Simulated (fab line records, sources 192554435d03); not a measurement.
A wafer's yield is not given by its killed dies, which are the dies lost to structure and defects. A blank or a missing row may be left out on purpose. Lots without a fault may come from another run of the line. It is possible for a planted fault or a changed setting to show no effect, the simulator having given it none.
fab line records -- flow n5Finfet
record lots=6, wafers=18, lastDay=18
route steps=1938 shown STI_FIN_REVEAL@184 BEOL_M4@1111 PASSIVATION@1936
lots that met no fault: from a run of the same line without faults
startH: start of the lot's first displayed wafer, in hours after the record's first day -- waitH: hours since the lot's step before -- " the same as in the row above -- L1.1+2: several wafers, shown together as one row -- - no value, or no start was given -- * or withheld: withheld -- < > ~ a bound
route shown NAME@n: a module of which the file shows steps, and the number in the route of the first -- usual: mean and standard deviation over wafers with no fault -- same: alike in all rows -- chamber/n: place in a boat -- sites: per-site readings -- _std_site: how widely they spread, as a standard deviation -- _edge_site: outer sites' mean less inner sites' -- radiusMm: how far each site lies from the wafer's centre -- mask NAME#n: copy n -- behind: the tool/chamber that last shaped the wafer -- hold: what put the lot on hold/how long, in hours/how the hold closed -- device: the transistor (n, p or np) that didn't switch -- end of line: at the end of the route, the tests of the same wafers -- a step without rows: its recipe alone -- killed: not the wafer's yield, but the dies lost to structure and defects at the first sort -- map: a wafer's dies, marking killed ones x, the rest . and places with no die _
set.NAME: the setting that was run; set.NAME@STEP: the one run at that earlier step -- model.NAME: the simulator's own value behind a step, which no gauge read
certain route steps with their lots: each step a table, each wafer a row
services: the hour from which a tool's chamber was out of use, counted from the record's first day as startH (under 0 if before that day), plus the number of hours and why
## steps
# step N5_STI_FIN_REVEAL_ALD_14
# recipe material=Si3N4, targetThkA=30, tempC=400, aldPrecursorFamily=SiH2I2, aldCoReactant=N2/H2-plasma, pressureTorr=2
# usual heaterPowerW=859/63
lot.wafer,tool,chamber,startH,waitH,heaterPowerW
L332.1,aldSin-01,0,41.08,0.0,877
L332.4,aldSin-01,3,41.08,0.0,970
L332.5,aldSin-01,0,41.08,0.0,845
L340.1,aldSin-03,0,88.07,0.0,884
L340.2,aldSin-03,1,88.07,0.0,793
L340.3,aldSin-03,3,88.07,0.0,864
L341.1,aldSin-04,3,94.69,0.0,889
L341.2,aldSin-04,2,94.69,0.0,867
L341.4,aldSin-04,0,94.69,0.0,890
L342.2,aldSin-01,1,103.85,0.0,841
L342.4,aldSin-01,0,103.85,0.0,829
L342.6,aldSin-01,2,103.85,0.0,872
L343.2,aldSin-03,1,107.96,0.0,801
L343.5,aldSin-03,1,107.96,0.0,772
L343.6,aldSin-03,0,107.96,0.0,858
L353.3,aldSin-04,1,166.41,0.0,830
L353.5,aldSin-04,3,166.41,0.0,904
L353.6,aldSin-04,2,166.41,0.0,837
# step N5_STI_FIN_REVEAL_FCVD_FILL_01
# recipe material=SiO2_flowable, targetThkA=3120, tempC=100, pressureTorr=0.8, rfW=2000, timeS=512.2
# step N5_STI_FIN_REVEAL_DENSIFY_02
# recipe tempC=650, ambient=steam, timeS=1800, idleTempC=400, densificationPH2oTorr=640
# step N5_STI_FIN_REVEAL_CMP_04
# recipe stopOn=Si3N4, tOverpolishS=4, downForcePsi=2, platenRpm=54.18, postCmpClean=alkalineBrush, padVelocityMS=1.078, targetThkNm=131.83
# usual motorCurrentA=7.8/0.78, overpolishRunS=4.000/0.0085, retainingRingPressureFrac=1.000/0.0051, timeToEndpointS=103/4.7
lot.wafer,tool,chamber,startH,waitH,motorCurrentA,overpolishRunS,retainingRingPressureFrac,timeToEndpointS
L332.4,cmp-01,3,46.17,0.1,9.2,3.987,0.997,122
L332.1,cmp-01,1,46.17,0.1,7.0,3.984,0.999,113
L332.5,cmp-01,3,46.17,0.1,8.7,3.998,1.005,119
L340.2,cmp-04,2,93.11,0.0,9.2,4.002,0.999,101
L340.3,cmp-04,3,93.11,0.0,7.9,3.994,0.995,100
L340.1,cmp-04,1,93.11,0.0,7.0,3.997,0.999,103
L341.1,cmp-02,3,99.76,0.1,8.4,3.993,0.995,106
L341.2,cmp-02,0,99.76,0.1,7.5,3.986,1.006,104
L341.4,cmp-02,1,99.76,0.1,7.3,4.002,1.003,102
L342.2,cmp-04,2,108.89,0.0,8.8,3.997,1.001,100
L342.4,cmp-04,3,108.89,0.0,7.3,3.996,0.998,103
L342.6,cmp-04,2,108.89,0.0,8.4,3.992,0.996,101
L343.2,cmp-01,2,113.05,0.1,8.3,4.008,0.999,101
L343.5,cmp-01,1,113.05,0.1,6.9,4.006,0.997,104
L343.6,cmp-01,2,113.05,0.1,8.1,3.985,0.997,97
L353.3,cmp-04,3,171.49,0.1,7.6,4.016,0.998,103
L353.5,cmp-04,2,171.49,0.1,8.8,4.001,1.004,101
L353.6,cmp-04,3,171.49,0.1,7.6,3.992,0.993,103
# step N5_STI_FIN_REVEAL_THK_MEAS_05
# usual thkNm=131.7/1.1
lot.wafer,tool,chamber,startH,waitH,thkNm
L332.1,filmMetro-01,-,46.43,-,131.5
L332.4,filmMetro-01,-,46.43,-,133.4
L332.5,filmMetro-01,-,46.43,-,132.8
L340.1,filmMetro-01,-,93.40,-,133.1
L340.2,filmMetro-01,-,93.40,-,132.5
L340.3,filmMetro-01,-,93.40,-,132.2
L341.1,filmMetro-01,-,100.02,-,132.0
L341.2,filmMetro-01,-,100.02,-,131.7
L341.4,filmMetro-01,-,100.02,-,130.5
L342.2,filmMetro-01,-,109.19,-,132.0
L342.4,filmMetro-01,-,109.19,-,130.9
L342.6,filmMetro-01,-,109.19,-,129.8
L343.2,filmMetro-01,-,113.31,-,130.6
L343.5,filmMetro-01,-,113.31,-,132.3
L343.6,filmMetro-01,-,113.31,-,131.0
L353.3,filmMetro-01,-,171.74,-,132.0
L353.5,filmMetro-01,-,171.74,-,133.2
L353.6,filmMetro-01,-,171.74,-,132.6
# step N5_STI_FIN_REVEAL_DENSIFY_30
# recipe tempC=*, timeS=*, ambient=N2, idleTempC=600, rampUpCPerS=150, rampDownCPerS=60, coolToC=600
# step N5_STI_FIN_REVEAL_ETCHBACK_08
# recipe chemistry=C4F6/O2, target=SiO2, targetDepthA=305, timeS=10.167, ionEnergyEv=250, pressureMtorr=30, sourceW=345, biasW=185, Ar_flow_sccm=300, C4F6_flow_sccm=10, O2_flow_sccm=10
# usual chamberPressureMTorr=29.998/0.027, drypumpMotorCurrentA=5.7/0.48, oes_f_703_au=0.78/0.091, oesProductAu=0.79/0.091, rfFwdPowerW=340.8/1.6, rfVppV=675/11, showerheadPlenumPTorr=2.92/0.055, throttleValvePct=21.09/0.21
lot.wafer,tool,chamber,startH,waitH,chamberPressureMTorr,drypumpMotorCurrentA,oes_f_703_au,oesProductAu,rfFwdPowerW,rfHoursCounterH,rfVppV,showerheadPlenumPTorr,throttleValvePct
L332.1,rieDiel-01,2,46.76,0.3,30.029,5.8,0.68,0.71,340.3,203,681,2.92,20.88
L332.4,rieDiel-01,1,46.76,0.3,30.045,6.1,0.77,0.80,339.9,-,697,2.97,20.87
L332.5,rieDiel-01,2,46.76,0.3,30.023,5.8,0.68,0.71,339.5,-,682,2.92,20.88
L340.1,rieDiel-05,0,93.64,0.2,29.963,5.6,0.80,0.79,344.3,132,669,2.95,20.98
L340.2,rieDiel-05,3,93.64,0.2,30.014,6.1,0.72,0.74,343.7,169,658,2.95,21.13
L340.3,rieDiel-05,2,93.64,0.2,30.008,5.9,0.71,0.75,339.0,180,693,2.97,20.99
L341.1,rieDiel-01,3,100.26,0.2,29.992,5.7,0.91,0.92,339.9,16,674,2.91,21.38
L341.2,rieDiel-01,0,100.26,0.2,29.989,5.5,0.70,0.70,341.8,219,672,2.92,21.13
L341.4,rieDiel-01,1,100.26,0.2,30.018,6.1,0.75,0.78,340.6,115,697,2.96,20.91
L342.2,rieDiel-04,2,109.51,0.2,29.983,5.0,0.66,0.67,341.1,250,667,2.91,21.53
L342.4,rieDiel-04,3,109.51,0.2,30.003,4.9,0.83,0.86,344.2,67,679,2.78,21.26
L342.6,rieDiel-04,1,109.51,0.2,30.009,5.7,0.80,0.79,338.2,-,658,2.87,20.97
L343.2,rieDiel-01,0,113.56,0.2,29.997,5.5,0.70,0.69,340.9,223,671,2.92,21.15
L343.5,rieDiel-01,0,113.56,0.2,29.995,5.5,0.70,0.68,340.8,-,672,2.92,21.13
L343.6,rieDiel-01,3,113.56,0.2,29.980,5.8,0.91,0.92,338.1,-,674,2.91,21.40
L353.3,rieDiel-04,3,171.98,0.1,29.993,4.9,0.80,0.83,341.0,89,680,2.77,21.30
L353.5,rieDiel-04,0,171.98,0.1,29.997,6.7,0.84,0.85,341.0,-,670,2.99,20.77
L353.6,rieDiel-04,1,171.98,0.1,30.021,5.6,0.79,0.77,338.9,-,657,2.86,20.98
# step N5_STI_FIN_REVEAL_STRIP_24
# recipe chemistry=N2/H2, timeS=90, powerW=100, tempC=40, pressureMtorr=100, rfFrequencyHz=6e+07, biasPowerW=3, n2FlowSccm=300, h2FlowSccm=300
# step N5_STI_FIN_REVEAL_PRECLEAN_25
# recipe chemistry=SPM, timeS=90, tempC=120, mix=4:1
# step N5_STI_FIN_REVEAL_PRECLEAN_26
# recipe chemistry=SC1, timeS=45, tempC=46, mix=1:2:100
# step N5_STI_FIN_REVEAL_PRECLEAN_29
# recipe chemistry=DHF, timeS=30, tempC=25, dilution=300:1
# step N5_STI_FIN_REVEAL_SRD_12
# recipe timeS=30, tempC=23, rinseLiquid=diw, dry=ipaMarangoni
# step N5_STI_FIN_REVEAL_RECESS_09
# recipe chemistry=HF/NH3, target=SiO2, afsCycles=11, targetDepthA=425, tempC=30, sublimationTempC=180, sublimationTimeS=60
# usual drypumpMotorCurrentA=6.1/0.44
lot.wafer,tool,chamber,startH,waitH,drypumpMotorCurrentA,model.etch.depthNm
L332.1,vaporEtch-01,0,47.01,0.0,5.7,42.55
L332.4,vaporEtch-01,1,47.01,0.0,6.6,42.55
L332.5,vaporEtch-01,1,47.01,0.0,6.6,42.55
L340.1,vaporEtch-01,0,93.89,0.0,5.7,42.91
L340.2,vaporEtch-01,1,93.89,0.0,6.6,42.91
L340.3,vaporEtch-01,0,93.89,0.0,5.7,42.91
L341.1,vaporEtch-01,0,100.51,0.0,5.7,56.74
L341.2,vaporEtch-01,1,100.51,0.0,6.6,42.48
L341.4,vaporEtch-01,0,100.51,0.0,5.7,56.74
L342.2,vaporEtch-02,0,109.77,0.0,6.4,43.43
L342.4,vaporEtch-02,1,109.77,0.0,5.6,43.43
L342.6,vaporEtch-02,0,109.77,0.0,6.4,43.43
L343.2,vaporEtch-01,0,113.81,0.0,5.6,42.74
L343.5,vaporEtch-01,1,114.87,1.1,6.6,57.09
L343.6,vaporEtch-01,0,114.87,1.1,5.7,42.74
L353.3,vaporEtch-02,0,172.76,0.6,6.4,42.29
L353.5,vaporEtch-02,0,172.76,0.6,6.4,42.29
L353.6,vaporEtch-02,1,172.76,0.6,5.6,42.29
# step N5_STI_FIN_REVEAL_STRIP_16
# recipe chemistry=H3PO4, material=SiNx, tempC=165, targetDepthA=238, overetchFraction=0.4964, dry=ipaMarangoni
# step N5_STI_FIN_REVEAL_PRECLEAN_17
# recipe chemistry=NF3:NH3, afsCycles=1, tempC=30, timeS=20, sublimationTempC=180, sublimationTimeS=60, pressureTorr=3, rfPowerW=30
# step N5_STI_FIN_REVEAL_ETCH_34
# recipe chemistry=H2, mode=isotropic, material=Si, target=Si, targetDepthA=9.7, tempC=20, pressureMtorr=4.5, icpW=300, biasW=0, h2FlowSccm=7.5, heFlowSccm=142.5
# step N5_STI_FIN_REVEAL_OXIDATION_31
# recipe chemistry=O2_PLASMA_REMOTE, tempC=150, timeS=20, pressureMtorr=1000, sourcePowerW=2000, o2FlowSccm=3000
# usual chamberPressureMTorr=999.9/0.88, drypumpMotorCurrentA=5.5/0.69, heaterPowerW=146/7, rfFwdPowerW=1983/7.1
lot.wafer,tool,chamber,startH,waitH,chamberPressureMTorr,drypumpMotorCurrentA,heaterPowerW,rfFwdPowerW,rfHoursCounterH
L332.1,plasmaAsher-01,0,49.19,0.0,998.9,6.4,147,1977,77
L332.4,plasmaAsher-01,1,49.19,0.0,999.9,4.7,141,1991,-
L332.5,plasmaAsher-01,0,49.19,0.0,1000.4,6.4,149,1989,-
L340.1,plasmaAsher-02,0,96.05,0.0,998.9,5.5,160,1982,43
L340.2,plasmaAsher-02,1,96.05,0.0,998.8,5.4,140,1982,43
L340.3,plasmaAsher-02,0,96.05,0.0,1000.5,5.5,156,1973,-
L341.1,plasmaAsher-01,0,102.69,0.0,1001.0,6.4,150,1986,87
L341.2,plasmaAsher-01,1,102.69,0.0,1000.8,4.7,147,1982,87
L341.4,plasmaAsher-01,0,102.69,0.0,1000.0,6.4,148,1985,-
L342.2,plasmaAsher-02,1,111.92,0.0,1000.1,5.4,140,1973,47
L342.4,plasmaAsher-02,1,111.92,0.0,999.7,5.4,141,1984,-
L342.6,plasmaAsher-02,1,111.92,0.0,998.6,5.4,136,1976,-
L343.2,plasmaAsher-01,1,115.96,0.0,999.9,4.7,145,1990,90
L343.5,plasmaAsher-01,0,115.96,0.0,1000.5,6.4,150,1979,-
L343.6,plasmaAsher-01,1,115.96,0.0,1000.5,4.7,143,1986,-
L353.3,plasmaAsher-01,0,174.40,0.1,999.9,6.4,146,1986,-
L353.5,plasmaAsher-01,1,174.40,0.1,998.3,4.7,140,1985,-
L353.6,plasmaAsher-01,0,174.40,0.1,1000.8,6.4,143,1980,-
# step N5_STI_FIN_REVEAL_PRECLEAN_32
# recipe chemistry=NF3:NH3, afsCycles=1, tempC=30, timeS=20, sublimationTempC=180, sublimationTimeS=60, pressureTorr=3, rfPowerW=30
# step N5_STI_FIN_REVEAL_STRIP_35
# recipe chemistry=H3PO4, material=Si3N4, tempC=165, targetDepthA=40, timeS=39
# step N5_STI_FIN_REVEAL_SRD_21
# recipe dry=ipaMarangoni, timeS=30, tempC=23, rinseLiquid=diw
# step N5_STI_FIN_REVEAL_OXIDATION_33
# recipe chemistry=O2_PLASMA_REMOTE, tempC=150, timeS=20, pressureMtorr=1000, sourcePowerW=2000, o2FlowSccm=3000
# usual chamberPressureMTorr=1000.0/0.96, drypumpMotorCurrentA=5.5/0.64, heaterPowerW=147/8.6, rfFwdPowerW=1981/6.1
lot.wafer,tool,chamber,startH,waitH,chamberPressureMTorr,drypumpMotorCurrentA,heaterPowerW,rfFwdPowerW,rfHoursCounterH
L332.1,plasmaAsher-02,1,49.55,0.0,998.9,5.4,138,1977,34
L332.4,plasmaAsher-02,1,49.55,0.0,999.7,5.4,139,1981,-
L332.5,plasmaAsher-02,1,49.55,0.0,1000.5,5.4,139,1975,-
L340.1,plasmaAsher-01,1,96.41,0.0,999.4,4.7,142,1978,86
L340.2,plasmaAsher-01,0,96.41,0.0,999.2,6.4,151,1982,86
L340.3,plasmaAsher-01,1,96.41,0.0,998.2,4.7,148,1985,-
L341.1,plasmaAsher-01,0,103.04,0.0,1001.0,6.4,146,1980,87
L341.2,plasmaAsher-01,1,103.04,0.0,1000.4,4.7,140,1985,87
L341.4,plasmaAsher-01,1,103.04,0.0,999.0,4.7,143,1977,-
L342.2,plasmaAsher-02,0,112.28,0.0,1000.2,5.5,162,1987,47
L342.4,plasmaAsher-02,0,112.28,0.0,999.4,5.5,165,1977,-
L342.6,plasmaAsher-02,0,112.28,0.0,1001.0,5.5,159,1984,-
L343.2,plasmaAsher-01,0,116.31,0.0,999.8,6.4,146,1989,90
L343.5,plasmaAsher-01,1,116.31,0.0,1000.9,4.7,144,1983,-
L343.6,plasmaAsher-01,0,116.31,0.0,997.4,6.4,143,1989,-
L353.3,plasmaAsher-02,1,174.76,0.0,1000.0,5.4,135,1980,-
L353.5,plasmaAsher-02,0,174.76,0.0,999.6,5.5,161,1980,-
L353.6,plasmaAsher-02,1,174.76,0.0,1000.1,5.4,139,1996,-
# step N5_STI_FIN_REVEAL_CLEAN_19
# recipe chemistry=O3/DIW, tempC=25, timeS=120, o3Ppm=10
# step N5_STI_FIN_REVEAL_SRD_23
# recipe dry=ipaMarangoni, timeS=30, tempC=23, rinseLiquid=diw
# step N5_STI_FIN_REVEAL_CD_MEAS_22
# recipe targetCdNm=6.238, pitchNm=28, polarity=line
# usual cdNm=6.24/0.27
lot.wafer,tool,chamber,startH,waitH,cdNm
L332.1,cdSem-02,-,49.72,0.0,6.13
L332.4,cdSem-02,-,49.72,0.0,6.58
L332.5,cdSem-02,-,49.72,0.0,6.27
L340.1,cdSem-02,-,96.57,0.0,6.21
L340.2,cdSem-02,-,96.57,0.0,5.83
L340.3,cdSem-02,-,96.57,0.0,5.98
L341.1,cdSem-03,-,103.21,0.0,6.26
L341.2,cdSem-03,-,103.21,0.0,6.22
L341.4,cdSem-03,-,103.21,0.0,6.41
L342.2,cdSem-01,-,112.45,0.0,6.46
L342.4,cdSem-01,-,112.45,0.0,6.24
L342.6,cdSem-01,-,112.45,0.0,6.25
L343.2,cdSem-01,-,116.48,0.0,5.93
L343.5,cdSem-01,-,116.48,0.0,6.38
L343.6,cdSem-01,-,116.48,0.0,6.22
L353.3,cdSem-01,-,174.90,0.0,6.26
L353.5,cdSem-01,-,174.90,0.0,5.82
L353.6,cdSem-01,-,174.90,0.0,6.12
# step N5_STI_FIN_REVEAL_FIN_H_MEAS_10
# usual trenchDepthNm=52.0/0.65
lot.wafer,tool,chamber,startH,waitH,trenchDepthNm
L332.1,ocd-01,-,49.75,0.0,51.5
L332.4,ocd-01,-,49.75,0.0,52.1
L332.5,ocd-01,-,49.75,0.0,51.8
L340.1,ocd-01,-,96.60,0.0,52.4
L340.2,ocd-01,-,96.60,0.0,52.8
L340.3,ocd-01,-,96.60,0.0,51.7
L341.1,ocd-02,-,103.24,0.0,66.1
L341.2,ocd-02,-,103.24,0.0,52.1
L341.4,ocd-02,-,103.24,0.0,66.5
L342.2,ocd-02,-,112.48,0.0,52.1
L342.4,ocd-02,-,112.48,0.0,53.5
L342.6,ocd-02,-,112.48,0.0,53.0
L343.2,ocd-02,-,116.51,0.0,51.5
L343.5,ocd-02,-,116.51,0.0,65.2
L343.6,ocd-02,-,116.51,0.0,52.1
L353.3,ocd-02,-,174.94,0.0,52.2
L353.5,ocd-02,-,174.94,0.0,51.9
L353.6,ocd-02,-,174.94,0.0,50.9
# step N5_STI_FIN_REVEAL_PRECLEAN_18
# recipe chemistry=SC2, timeS=45, tempC=35, mix=1:1:50
# step N5_BEOL_M4_RC_MEAS_101
# usual DIBL_N=36.1/1.7, DIBL_P=35.9/2.1, IOFF_N=0.154/0.029, IOFF_P=0.21/0.035, ION_N=673/10, ION_P=463/7.5, SS_N=71.6/0.59, SS_P=73.2/0.69, VT_N=250.5/2.9, VT_P=-250/3.2
lot.wafer,tool,chamber,startH,waitH,DIBL_N[mV/V],DIBL_P[mV/V],IOFF_N[nA/um],IOFF_P[nA/um],ION_N[uA/um],ION_P[uA/um],SS_N[mV/dec],SS_P[mV/dec],VT_N[mV],VT_P[mV]
L332.1,prober-01,0,196.25,0.0,35.5,35.3,0.171,0.23,673,466,71.7,74.0,246.2,-246
L332.4,prober-01,0,196.25,0.0,36.5,37.7,0.201,0.28,693,476,71.8,73.0,243.1,-245
L332.5,prober-01,0,196.25,0.0,36.5,37.9,0.203,0.27,694,471,71.8,73.2,243.2,-245
L340.1,prober-02,0,252.32,0.0,32.2,32.1,0.111,0.18,662,463,70.8,72.2,254.5,-250
L340.2,prober-02,0,252.32,0.0,32.6,32.9,0.118,0.19,665,465,70.9,72.4,253.3,-250
L340.3,prober-02,0,252.32,0.0,30.1,28.6,0.084,0.14,651,453,70.6,71.7,258.1,-254
L342.2,prober-01,0,252.70,0.2,37.6,35.2,0.156,0.19,655,455,72.4,73.5,253.6,-252
L342.4,prober-01,0,252.70,0.2,36.9,36.1,0.161,0.20,681,466,71.1,73.1,248.4,-250
L342.6,prober-01,0,252.70,0.2,38.8,37.0,0.183,0.21,680,457,71.5,73.5,248.4,-250
L341.1,prober-02,0,255.66,0.0,33.7,32.9,0.127,0.18,664,456,70.6,73.2,253.8,-251
L341.2,prober-02,0,255.66,0.0,36.0,36.2,0.157,0.22,662,461,72.3,73.5,250.7,-250
L341.4,prober-02,0,255.66,0.0,34.0,33.5,0.133,0.19,668,461,70.8,72.9,253.0,-253
L343.2,prober-01,0,269.03,0.2,34.2,34.8,0.130,0.19,658,460,71.2,73.4,249.9,-250
L343.5,prober-01,0,269.03,0.2,36.6,35.8,0.164,0.21,668,456,71.7,73.3,251.3,-250
L343.6,prober-01,0,269.03,0.2,37.8,39.7,0.194,0.27,681,471,72.0,73.5,248.2,-248
L353.3,prober-02,0,322.57,0.5,36.9,35.6,0.153,0.20,673,460,71.0,73.0,249.8,-250
L353.5,prober-02,0,322.57,0.5,37.4,35.3,0.154,0.20,675,462,71.3,73.4,251.5,-251
L353.6,prober-02,0,322.57,0.5,38.2,36.7,0.174,0.22,671,456,71.5,73.8,248.1,-249
# step N5_PASSIVATION_PROBE_49
# usual defectLimitedYield=91.3/1.4, killed_at_M0_to_M3=34/9.2, killed_at_M4_up=13/5.3, killedAtContacts=12/6, killedAtFrontEnd=39/12, killedAtOther=4/3.3, killedDies=102/17, killedOpen=67/12, killedShort=34/7.4, sort_bin_5_function=5.1/1, sort_bin_6_memory=3.2/0.6, sort_bin_8_speed=0.00/0.007, sortNPass=1078/17, sortYieldPct=91.3/1.4
# same grossDies=1180, killedAtBackSide=0, sort_bin_4_leakage[%]=0
lot.wafer,tool,chamber,startH,waitH,defectLimitedYield[%],killed_at_M0_to_M3,killed_at_M4_up,killedAtContacts,killedAtFrontEnd,killedAtOther,killedDies,killedOpen,killedShort,sort_bin_5_function[%],sort_bin_6_memory[%],sort_bin_8_speed[%],sortNPass,sortYieldPct[%]
L332.1,prober-02,-,291.30,0.0,90.7,31,9,16,41,13,110,62,38,4.7,3.4,0,1070,90.7
L332.4,prober-02,-,291.45,0.2,93.1,27,14,8,27,5,81,47,34,3.9,2.6,0,1099,93.1
L332.5,prober-02,-,291.50,0.2,91.8,39,15,12,19,12,97,69,27,5.2,3.0,0,1083,91.8
L342.2,prober-02,-,364.54,0.1,88.5,34,18,21,62,1,136,90,44,7.0,3.9,0,1044,88.5
L342.4,prober-02,-,364.64,0.2,89.8,46,14,19,38,3,120,74,46,6.1,3.6,0,1060,89.8
L342.6,prober-02,-,364.74,0.3,93.7,28,4,12,24,6,74,50,22,3.8,2.3,0,1106,93.7
# killed by level:class
L332.1 MOL_CONTACT_COAG:geometricParticle:open=10 HKMG_FIN:areaEtch=9 BEOL_M3:geometricParticle:open=7 FIN_SAQP:geometricParticle:short=6 DUMMY_GATE:geometricParticle:open=6 MOL_CONTACT_COAG:geometricParticle:short=6 BEOL_M0_SAQP:geometricParticle:short=5 BEOL_M0:geometricParticle:short=5
L332.4 BEOL_M0_SAQP:geometricParticle:short=9 BEOL_M0_SAQP:geometricParticle:open=8 MOL_CONTACT_COAG:geometricParticle:open=7 FIN_SAQP:geometricParticle:short=5 STI_FIN_REVEAL:geometricParticle:open=5 STARTING-WAFER:geometricParticle:short=5 BEOL_M4:geometricParticle:open=4 ILD0:geometricParticle:open=3
L332.5 BEOL_M0_SAQP:geometricParticle:open=11 MOL_CONTACT_COAG:geometricParticle:open=11 BEOL_M3:geometricParticle:open=10 STI_FIN_REVEAL:geometricParticle:open=7 BEOL_M0_SAQP:geometricParticle:short=6 BEOL_M2:geometricParticle:open=5 BEOL_M6:geometricParticle:open=4 MIM_TOP_ETCH:geometricParticle:open=4
L342.2 FIN_SAQP:geometricParticle:open=29 FIN_SAQP:geometricParticle:short=15 MOL_CONTACT_COAG:geometricParticle:open=14 BEOL_M0_SAQP:geometricParticle:open=8 BEOL_M0_SAQP:geometricParticle:short=8 MOL_CONTACT_COAG:geometricParticle:short=7 BEOL_M4:geometricParticle:open=7 BEOL_M2:geometricParticle:open=6
L342.4 BEOL_M0_SAQP:geometricParticle:short=21 MOL_CONTACT_COAG:geometricParticle:open=16 FIN_SAQP:geometricParticle:open=12 BEOL_M0_SAQP:geometricParticle:open=12 FIN_SAQP:geometricParticle:short=8 GATE_CUT:geometricParticle:short=7 BEOL_M4:geometricParticle:open=7 BEOL_M2:geometricParticle:open=6
L342.6 MOL_CONTACT_COAG:geometricParticle:open=9 FIN_SAQP:geometricParticle:open=8 BEOL_M3:geometricParticle:open=6 FIN_SAQP:geometricParticle:short=5 BEOL_M0_SAQP:geometricParticle:open=5 BEOL_M2:geometricParticle:open=5 BEOL_M0_SAQP:geometricParticle:short=4 STI_FIN_REVEAL:geometricParticle:open=3
## services
tool,chamber,startH,hours,kind
cmp-02,-,20.81,10.6,pm
vaporEtch-01,1,27.82,11.5,repair
aldSin-01,2,28.03,4.9,repair
vaporEtch-01,0,29.50,5.4,repair
cmp-01,-,30.00,7.8,pm
rieDiel-05,-,33.95,0.1,repair
plasmaAsher-01,-,35.60,1.3,repair
aldSin-03,3,38.16,1.4,repair
aldSin-01,0,45.53,13.5,repair
vaporEtch-02,-,59.10,14.6,pm
aldSin-01,-,60.51,4.3,pm
aldSin-04,-,64.44,0.4,repair
cmp-04,-,64.49,5.5,pm
cmp-01,-,64.80,4.0,pm
rieDiel-01,2,92.18,1.8,repair
cmp-01,-,100.57,0.2,repair
plasmaAsher-01,-,108.87,2.8,pm
cmp-01,-,110.91,0.3,repair
rieDiel-04,-,119.05,14.6,pm
cmp-04,-,119.12,2.0,repair
rieDiel-01,-,122.14,14.6,pm
rieDiel-04,1,158.29,13.6,repair
aldSin-01,-,168.65,6.0,pm
rieDiel-01,1,172.75,9.3,repair
## key
firstSign step=N5_STI_FIN_REVEAL_FIN_H_MEAS_10, reading=trenchDepthNm, direction=up, sigmas=21, usual=52.0, struck=65.9
effect none on later readings
modelEffect step=N5_STI_FIN_REVEAL_RECESS_09, value=etch.depthNm, without=42.56, struck=56.85
metAt N5_STI_FIN_REVEAL_RECESS_09
struckWafers L341.1,L341.4,L343.5
onsetBetween 93.89 100.51
fault kind=processParameterDrift, tool=vaporEtch-01, chamber=-, onsetH=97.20, steps=N5_STI_FIN_REVEAL_RECESS_09, channel=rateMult, offset=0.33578, shape=step, endH=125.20, scope=struckWafersOnly
